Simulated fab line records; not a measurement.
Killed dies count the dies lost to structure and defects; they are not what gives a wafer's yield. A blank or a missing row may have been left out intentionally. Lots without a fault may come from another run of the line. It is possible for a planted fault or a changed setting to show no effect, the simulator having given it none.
fab line records	flow n5_finfet
record: lots: 10	wafers: 30	last_day: 18
route steps=1938 shown MIM_TOP_ETCH@1853 MIM_BOT_ETCH@1866 PASSIVATION@1916
lots with no fault: from the same line, run without faults
start_h: hours from the record's opening day to when the first of the lot's shown wafers began	wait_h: how many hours have passed since the lot's step before this one	" as in the row above	L1.1+2: a row that stands for several wafers	- no value, or no start given	* or withheld: withheld	< > ~ a bound
route shown NAME@n: a module of which the file shows steps, and the number in the route of the first	usual: average and standard deviation across the fault-free wafers	same: alike in all rows	chamber/n: place in a boat	sites: the reading at each site	_std_site: the values' standard deviation	_edge_site: mean of outer sites minus mean of inner sites	radius_mm: how far each site lies from the wafer's centre	mask NAME#n: copy n	behind: the most recent tool/chamber to have shaped the wafer	hold: what put the lot on hold/how long, in hours/how the hold closed	device: the transistor (n, p or np) that didn't switch	end of line: tests of these same wafers at the route's end	a step given without rows: its recipe and nothing more	killed: not the wafer's yield, but the dies lost to structure and defects at the first sort	map: shows each die of a wafer: x if killed, . if not, _ if none is there
set.NAME: the setting the step ran with; set.NAME@STEP: the setting that earlier step ran with	model.NAME: the simulator's own value behind a step, which no gauge read
a sample of lots followed through the steps of the route, with each step as a table and each wafer as a row
services: when a tool's chamber went out of use (start_h, in hours from the record's first day, below 0 if earlier), for how many hours, and the reason
== steps ==
step: N5_MIM_TOP_ETCH_PECVD_03
recipe: material: SiNx	target_thk_a: 200	temp_c: 400	precursor: SiH4/NH3/N2	pressure_torr: 1.5	rf_w: 300	time_s: 17.6
usual: heater_power_w: 785/110	showerhead_plenum_p_Torr: 5.15/0.053	throttle_valve_pct: 40.0/1.5
lot.wafer	tool	chamber	start_h	wait_h	heater_power_w	showerhead_plenum_p_Torr	throttle_valve_pct
L195.2	pecvd-02	0	287.78	-	774	5.11	39.5
L195.3	"	2	"	"	601	5.15	38.1
L195.5	"	0	"	"	767	5.12	39.6
L196.2	pecvd-03	0	298.49	-	836	5.21	40.9
L196.4	"	0	"	"	852	5.21	41.1
L196.6	"	1	"	"	757	5.09	41.2
L197.1	pecvd-01	2	323.50	-	954	5.31	42.6
L197.2	"	0	"	"	901	5.24	41.5
L197.5	"	2	"	"	957	5.30	42.4
L203.1	pecvd-02	2	346.71	-	674	5.15	38.1
L203.3	"	1	"	"	904	5.17	38.8
L203.4	"	2	"	"	693	5.15	38.6
L205.2	pecvd-02	2	358.74	-	692	5.14	38.6
L205.4	"	0	"	"	763	5.12	40.0
L205.6	"	0	"	"	751	5.10	39.7
L206.1	pecvd-02	1	370.24	-	899	5.17	39.1
L206.4	"	0	"	"	749	5.12	39.8
L206.5	"	2	"	"	622	5.15	38.4
L209.2	pecvd-02	1	380.97	-	809	5.16	38.9
L209.3	"	2	"	"	670	5.16	38.4
L209.5	"	2	"	"	647	5.15	38.5
L211.1	pecvd-03	2	384.21	-	747	5.10	39.5
L211.3	"	1	"	"	836	5.08	41.3
L211.6	"	1	"	"	833	5.08	41.2
L212.2	pecvd-03	0	408.04	-	849	5.21	41.1
L212.5	"	1	"	"	781	5.09	41.3
L212.6	"	0	"	"	818	5.21	41.1
L216.2	pecvd-02	2	412.76	-	593	5.14	38.8
L216.5	"	2	"	"	593	5.15	38.7
L216.6	"	1	"	"	938	5.16	38.9
step: N5_MIM_BOT_ETCH_ETCH_04
recipe: chemistry: CF4/O2	target: SiNx	target_depth_a: 260	time_s: 13	ion_energy_ev: 100	pressure_mtorr: 40	source_w: 535	bias_w: 49	Ar_flow_sccm: 100	cf4_flow_sccm: 100	O2_flow_sccm: 10
usual: drypump_motor_current_A: 6.0/0.51	oes_product_au: 0.79/0.081	rf_vpp_V: 242.0/2.7	showerhead_plenum_p_Torr: 2.24/0.06	throttle_valve_pct: 15.97/0.23
lot.wafer	tool	chamber	start_h	wait_h	drypump_motor_current_A	oes_product_au	rf_hours_counter_h	rf_vpp_V	showerhead_plenum_p_Torr	throttle_valve_pct
L195.2	rie_diel-03	3	288.41	0.0	6.1	0.72	198	237.7	2.19	16.13
L195.3	"	0	"	"	6.4	0.86	41	245.0	2.24	15.71
L195.5	"	0	"	"	6.4	0.86	-	245.2	2.24	15.74
L196.2	rie_diel-02	1	299.13	0.0	4.9	0.82	77	239.3	2.14	15.90
L196.4	"	3	"	"	5.8	0.79	132	245.8	2.30	16.19
L196.6	"	1	"	"	4.9	0.82	-	238.8	2.14	15.89
L197.1	rie_diel-02	3	324.50	0.0	5.8	0.79	141	245.0	2.30	16.20
L197.2	"	1	"	"	5.0	0.80	85	240.0	2.14	15.92
L197.5	"	1	"	"	5.0	0.80	-	239.3	2.14	15.91
L203.1	rie_diel-05	1	347.50	0.0	4.9	0.79	103	239.9	2.13	15.84
L203.3	"	2	"	"	5.9	0.88	24	242.3	2.25	15.52
L203.4	"	2	"	"	5.9	0.88	-	242.6	2.25	15.51
L205.2	rie_diel-05	3	359.39	0.0	6.4	0.68	250	242.6	2.26	16.33
L205.4	"	1	"	"	4.9	0.80	-	239.6	2.13	15.86
L205.6	"	3	"	"	6.4	0.68	-	242.1	2.26	16.33
L206.1	rie_diel-02	0	370.88	0.0	6.2	0.67	249	245.1	2.27	16.18
L206.4	"	1	"	"	5.0	0.80	103	239.4	2.13	15.95
L206.5	"	2	"	"	6.1	0.84	-	243.0	2.32	15.99
L209.2	rie_diel-05	2	381.60	0.0	5.9	0.85	40	241.3	2.24	15.55
L209.3	"	3	"	"	6.4	1.03	0	242.4	2.26	15.88
L209.5	"	0	"	"	5.6	0.69	-	244.1	2.28	16.24
L211.1	rie_diel-02	2	384.97	0.0	6.1	0.82	64	243.6	2.32	15.98
L211.3	"	3	"	"	5.8	0.76	167	243.5	2.29	16.27
L211.6	"	1	"	"	5.0	0.79	-	238.2	2.13	15.96
L212.2	rie_diel-03	0	408.67	0.0	6.4	0.80	94	244.5	2.23	15.84
L212.5	"	0	"	"	6.4	0.79	-	244.4	2.23	15.83
L212.6	"	2	"	"	5.8	0.77	-	240.3	2.30	16.23
L216.2	rie_diel-03	1	413.26	0.0	6.7	1.00	1	242.1	2.25	15.38
L216.5	"	1	"	"	6.7	0.99	-	241.1	2.25	15.36
L216.6	"	0	"	"	6.4	0.79	-	242.8	2.23	15.83
step: N5_MIM_BOT_ETCH_ETCH_00
recipe: chemistry: Cl2/BCl3	target: TiN	target_depth_a: 455	ion_energy_ev: 150	pressure_mtorr: 10	icp_w: 1000	bias_w: 126	Cl2_flow_sccm: 53.25	bcl3_flow_sccm: 21.75	Ar_flow_sccm: 25
usual: drypump_motor_current_A: 5.4/0.33	oes_product_au: 0.82/0.11	throttle_valve_pct: 21.90/0.22
lot.wafer	tool	chamber	start_h	wait_h	drypump_motor_current_A	oes_product_au	rf_hours_counter_h	throttle_valve_pct
L195.2	rie_metal-01	0	288.72	0.2	5.1	0.65	-	22.27
L195.3	"	0	"	"	5.1	0.66	-	22.28
L195.5	"	0	"	"	5.1	0.66	-	22.28
L196.2	rie_metal-03	0	299.31	0.1	5.3	0.91	10	22.00
L196.4	"	0	"	"	5.4	0.91	-	22.02
L196.6	"	0	"	"	5.3	0.92	-	22.00
L197.1	rie_metal-03	1	324.68	0.1	5.2	0.83	29	21.70
L197.2	"	0	"	"	5.4	0.91	13	22.02
L197.5	"	1	"	"	5.2	0.84	-	21.70
L203.1	rie_metal-02	1	347.68	0.1	5.8	0.88	14	21.74
L203.3	"	0	"	"	5.3	0.95	-	21.63
L203.4	"	1	"	"	5.8	0.89	-	21.74
L205.2	rie_metal-03	0	359.57	0.1	5.3	0.88	16	22.03
L205.4	"	0	"	"	5.3	0.88	-	22.02
L205.6	"	1	"	"	5.2	0.81	-	21.69
L206.1	rie_metal-02	1	371.06	0.1	5.8	0.88	16	21.73
L206.4	"	0	"	"	5.3	0.93	-	21.64
L206.5	"	0	"	"	5.3	0.93	-	21.65
L209.2	rie_metal-03	1	381.78	0.1	5.2	0.80	34	21.73
L209.3	"	0	"	"	5.3	0.88	-	22.06
L209.5	"	1	"	"	5.2	0.80	-	21.73
L211.1	rie_metal-03	1	385.15	0.1	5.2	0.79	35	21.74
L211.3	"	0	"	"	5.4	0.86	-	22.04
L211.6	"	0	"	"	5.4	0.87	-	22.04
L212.2	rie_metal-01	1	408.85	0.1	6.1	0.97	0	21.72
L212.5	"	1	"	"	6.1	0.96	-	21.72
L212.6	"	0	"	"	5.1	0.96	-	22.15
L216.2	rie_metal-03	1	413.44	0.1	5.3	0.80	38	21.73
L216.5	"	1	"	"	5.3	0.80	-	21.74
L216.6	"	0	"	"	5.3	0.86	-	22.03
step: N5_PASSIVATION_PECVD_35
recipe: material: SiNx	target_thk_a: 7000	temp_c: 400	precursor: SiH4/NH3/N2	pressure_torr: 4.9	rf_w: 1406	time_s: 151.3
usual: heater_power_w: 359/94	run_length_s: 195.5/0.59	showerhead_plenum_p_Torr: 8.66/0.048	throttle_valve_pct: 29.1/0.71
lot.wafer	tool	chamber	start_h	wait_h	heater_power_w	run_length_s	showerhead_plenum_p_Torr	throttle_valve_pct
L195.2	pecvd-03	0	295.09	0.1	332	195.6	8.75	29.8
L195.3	"	2	"	"	417	195.7	8.64	29.0
L195.5	"	1	"	"	420	194.0	8.61	30.1
L196.2	pecvd-02	0	304.88	0.1	272	196.4	8.66	29.2
L196.4	"	0	"	"	322	196.0	8.64	28.9
L196.6	"	2	"	"	293	195.4	8.70	27.8
L197.1	pecvd-03	0	331.67	0.1	424	195.7	8.72	30.1
L197.2	"	2	"	"	350	195.4	8.66	28.8
L197.5	"	1	"	"	388	194.0	8.63	30.0
L203.1	pecvd-03	2	353.66	0.1	404	195.6	8.66	28.9
L203.3	"	0	"	"	327	196.3	8.74	30.3
L203.4	"	1	"	"	309	194.1	8.61	29.9
L205.2	pecvd-02	0	365.68	0.1	379	195.6	8.63	29.0
L205.4	"	0	"	"	254	186.5	8.67	29.3
L205.6	"	2	"	"	288	186.4	8.71	28.0
L206.1	pecvd-02	0	378.29	0.1	390	196.0	8.65	29.2
L206.4	"	2	"	"	306	186.4	8.68	28.2
L206.5	"	0	"	"	253	196.0	8.65	29.0
L209.2	pecvd-04	0	388.89	0.1	487	195.0	8.68	29.1
L209.3	"	1	"	"	224	195.4	8.60	29.4
L209.5	"	1	"	"	242	196.4	8.60	29.6
L211.1	pecvd-03	2	390.02	0.1	445	195.6	8.60	28.9
L211.3	"	0	"	"	346	195.7	8.75	30.1
L211.6	"	0	"	"	373	196.4	8.75	30.0
L212.2	pecvd-04	2	413.75	0.1	283	195.7	8.59	29.3
L212.5	"	1	"	"	235	195.8	8.59	29.7
L212.6	"	2	"	"	338	195.8	8.58	29.1
L216.2	pecvd-04	2	420.18	0.1	288	195.3	8.58	29.3
L216.5	"	2	"	"	361	195.4	8.58	29.1
L216.6	"	1	"	"	229	195.8	8.60	29.8
step: N5_PASSIVATION_PROBE_49
usual: defect_limited_yield: 91.5/1.3	killed_at_M0_to_M3: 33/10	killed_at_M4_up: 13/4	killed_at_contacts: 12/6.3	killed_at_front_end: 39/11	killed_at_other: 3.4/2.6	killed_dies: 100/15	killed_on_rim: 13/4	killed_open: 65/11	killed_short: 34/7.8	sort_bin_5_function: 5.0/0.89	sort_bin_6_memory: 3.2/0.58	sort_n_pass: 1080/15	sort_yield_pct: 91.5/1.3
same: gross_dies: 1180	killed_at_back_side: 0	sort_bin_4_leakage[%]: 0	sort_bin_8_speed[%]: 0
lot.wafer	tool	chamber	start_h	wait_h	defect_limited_yield[%]	killed_at_M0_to_M3	killed_at_M4_up	killed_at_contacts	killed_at_front_end	killed_at_other	killed_dies	killed_on_rim	killed_open	killed_short	sort_bin_5_function[%]	sort_bin_6_memory[%]	sort_n_pass	sort_yield_pct[%]
L203.1	prober-01	-	357.64	0.0	92.9	40	16	7	18	3	84	13	64	20	4.8	2.1	1096	92.9
L203.3	prober-01	-	357.74	0.1	93.9	14	9	10	37	2	72	5	44	27	4.1	1.9	1108	93.9
L203.4	prober-01	-	357.79	0.2	92.1	23	12	23	34	1	93	5	73	20	5.2	2.6	1087	92.1
L205.2	prober-01	-	369.42	0.1	90.1	50	12	7	43	5	117	20	74	42	5.5	4.1	1063	90.1
L205.4	prober-01	-	369.52	0.2	91.8	39	12	23	16	7	97	11	55	39	4.7	3.2	1083	91.8
L205.6	prober-01	-	369.62	0.3	91.0	38	10	23	31	4	106	12	73	32	5.3	3.3	1074	91.0
L209.2	prober-01	-	392.51	0.1	90.6	42	10	13	41	5	111	16	79	31	5.2	4.2	1069	90.6
L209.3	prober-01	-	392.56	0.1	91.4	31	12	16	40	3	102	15	67	32	4.6	3.6	1078	91.4
L209.5	prober-01	-	392.66	0.2	90.2	44	14	18	30	10	116	16	82	32	5.1	4.4	1064	90.2
L216.2	prober-02	-	423.86	0.1	90.9	27	11	16	45	8	107	16	68	38	4.7	4.2	1073	90.9
L216.5	prober-02	-	424.01	0.2	92.5	23	12	16	24	13	88	7	68	19	4.1	3.3	1092	92.5
L216.6	prober-02	-	424.06	0.3	93.6	29	10	9	22	5	75	9	48	27	2.9	3.2	1105	93.6
killed by level:class
L203.1 BEOL_M2:geometric_particle:open=12 STI_FIN_REVEAL:geometric_particle:open=8 BEOL_M8:geometric_particle:open=7 BEOL_M0_SAQP:geometric_particle:open=6 DUMMY_GATE:geometric_particle:open=5 BEOL_M0_SAQP:geometric_particle:short=5 BEOL_M1:geometric_particle:open=5 BEOL_M3:geometric_particle:open=5
L203.3 FIN_SAQP:geometric_particle:open=9 FIN_SAQP:geometric_particle:short=8 STI_FIN_REVEAL:geometric_particle:open=7 MOL_CONTACT_COAG:geometric_particle:open=7 GATE_CUT:geometric_particle:short=3 MOL_CONTACT_COAG:geometric_particle:short=3 BEOL_M0_SAQP:geometric_particle:open=3 BEOL_M0_SAQP:geometric_particle:short=3
L203.4 MOL_CONTACT_COAG:geometric_particle:open=20 STI_FIN_REVEAL:geometric_particle:open=12 BEOL_M3:geometric_particle:open=8 BEOL_M2:geometric_particle:open=7 FIN_SAQP:geometric_particle:open=5 BEOL_M3:geometric_particle:short=4 DUMMY_GATE:geometric_particle:short=3 MOL_CONTACT_COAG:geometric_particle:short=3
L205.2 FIN_SAQP:geometric_particle:open=15 BEOL_M0_SAQP:geometric_particle:open=13 FIN_SAQP:geometric_particle:short=12 BEOL_M0_SAQP:geometric_particle:short=12 BEOL_M3:geometric_particle:open=11 MOL_CONTACT_COAG:geometric_particle:open=7 BEOL_M1:geometric_particle:open=6 BEOL_M4:geometric_particle:open=6
L205.4 MOL_CONTACT_COAG:geometric_particle:open=14 BEOL_M0_SAQP:geometric_particle:short=11 BEOL_M3:geometric_particle:open=11 MOL_CONTACT_COAG:geometric_particle:short=9 BEOL_M2:geometric_particle:open=6 FIN_SAQP:geometric_particle:short=5 BEOL_M0_SAQP:geometric_particle:open=5 FIN_SAQP:geometric_particle:open=4
L205.6 MOL_CONTACT_COAG:geometric_particle:open=17 BEOL_M3:geometric_particle:open=12 BEOL_M0_SAQP:geometric_particle:open=10 FIN_SAQP:geometric_particle:short=9 FIN_SAQP:geometric_particle:open=8 STI_FIN_REVEAL:geometric_particle:open=7 MOL_CONTACT_COAG:geometric_particle:short=6 BEOL_M4:geometric_particle:open=5
L209.2 MOL_CONTACT_COAG:geometric_particle:open=13 FIN_SAQP:geometric_particle:short=12 STI_FIN_REVEAL:geometric_particle:open=11 BEOL_M3:geometric_particle:open=11 BEOL_M0:geometric_particle:open=9 BEOL_M0_SAQP:geometric_particle:short=7 FIN_SAQP:geometric_particle:open=5 BEOL_M2:geometric_particle:open=5
L209.3 MOL_CONTACT_COAG:geometric_particle:open=13 STI_FIN_REVEAL:geometric_particle:open=10 BEOL_M4:geometric_particle:open=9 FIN_SAQP:geometric_particle:open=8 BEOL_M0_SAQP:geometric_particle:short=8 BEOL_M3:geometric_particle:open=7 FIN_SAQP:geometric_particle:short=6 BEOL_M0_SAQP:geometric_particle:open=4
L209.5 MOL_CONTACT_COAG:geometric_particle:open=16 BEOL_M2:geometric_particle:open=12 BEOL_M0_SAQP:geometric_particle:short=9 BEOL_M0_SAQP:geometric_particle:open=6 FIN_SAQP:geometric_particle:open=5 DUMMY_GATE:geometric_particle:open=5 BEOL_M5:geometric_particle:open=5 BEOL_M0:geometric_particle:open=5
L216.2 MOL_CONTACT_COAG:geometric_particle:open=15 FIN_SAQP:geometric_particle:short=13 FIN_SAQP:geometric_particle:open=13 BEOL_M0_SAQP:geometric_particle:open=7 BEOL_M0_SAQP:geometric_particle:short=5 BEOL_M1:geometric_particle:open=5 BEOL_M5:geometric_particle:open=5 GATE_CUT:geometric_particle:short=4
L216.5 MOL_CONTACT_COAG:geometric_particle:open=13 FIN_SAQP:geometric_particle:open=10 BEOL_M1:geometric_particle:open=9 BEOL_M5:geometric_particle:open=5 DUMMY_GATE:geometric_particle:open=4 BEOL_M0_SAQP:geometric_particle:short=4 MIM_BOT:geometric_particle:open=4 PAD_METAL:geometric_particle:open=4
L216.6 MOL_CONTACT_COAG:geometric_particle:open=7 BEOL_M0_SAQP:geometric_particle:short=5 BEOL_M1:geometric_particle:open=5 BEOL_M5:geometric_particle:open=5 BEOL_M0_SAQP:geometric_particle:open=4 FIN_SAQP:geometric_particle:open=3 FIN_SAQP:geometric_particle:short=3 STI_FIN_REVEAL:geometric_particle:open=3
== services ==
tool	chamber	start_h	hours	kind
pecvd-01	-	274.98	0.7	repair
rie_diel-05	1	276.26	3.2	repair
rie_metal-01	1	285.68	20.6	repair
pecvd-02	-	307.15	0.7	repair
rie_diel-05	-	322.76	14.6	pm
pecvd-04	1	324.98	5.5	scheduled_down
rie_metal-02	-	331.56	0.9	repair
rie_diel-05	0	341.64	21.4	repair
pecvd-02	1	356.11	8.4	repair
rie_diel-05	3	363.02	-	clean
rie_diel-05	1	364.89	25.3	repair
pecvd-01	-	365.75	2.3	repair
rie_diel-03	3	373.30	4.5	repair
rie_diel-02	0	377.03	1.3	repair
rie_diel-02	0	378.56	-	clean
rie_diel-02	0	378.56	-	consumable_replace:focus_ring
rie_diel-02	0	378.56	19.5	scheduled_down
rie_diel-02	0	378.56	19.5	vent_cycle
pecvd-04	-	398.77	2.8	pm
pecvd-03	1	400.93	6.8	repair
pecvd-04	0	410.91	11.7	repair
rie_diel-03	2	413.03	5.8	repair
pecvd-01	-	417.99	1.7	repair
rie_metal-01	-	419.99	1.6	repair
== key ==
first_sign: step: N5_PASSIVATION_PECVD_35	reading: run_length_s	direction: down	sigmas: 15	usual: *	struck: *
effect none on later readings
met_at N5_PASSIVATION_PECVD_35
struck_lots L205,L206
struck_wafers L205.4,L205.6,L206.4
not_acting_at N5_MIM_TOP_ETCH_PECVD_03,N5_MIM_BOT_ETCH_ETCH_04,N5_MIM_BOT_ETCH_ETCH_00
onset_between 304.88 365.68
fault: kind: process_parameter_drift	tool: pecvd-02	chamber: -	onset_h: 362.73	steps: N5_PASSIVATION_PECVD_35	channel: time_s	offset: *	shape: step	end_h: 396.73	scope: struck_wafers_only	acts_in: *	stated: *
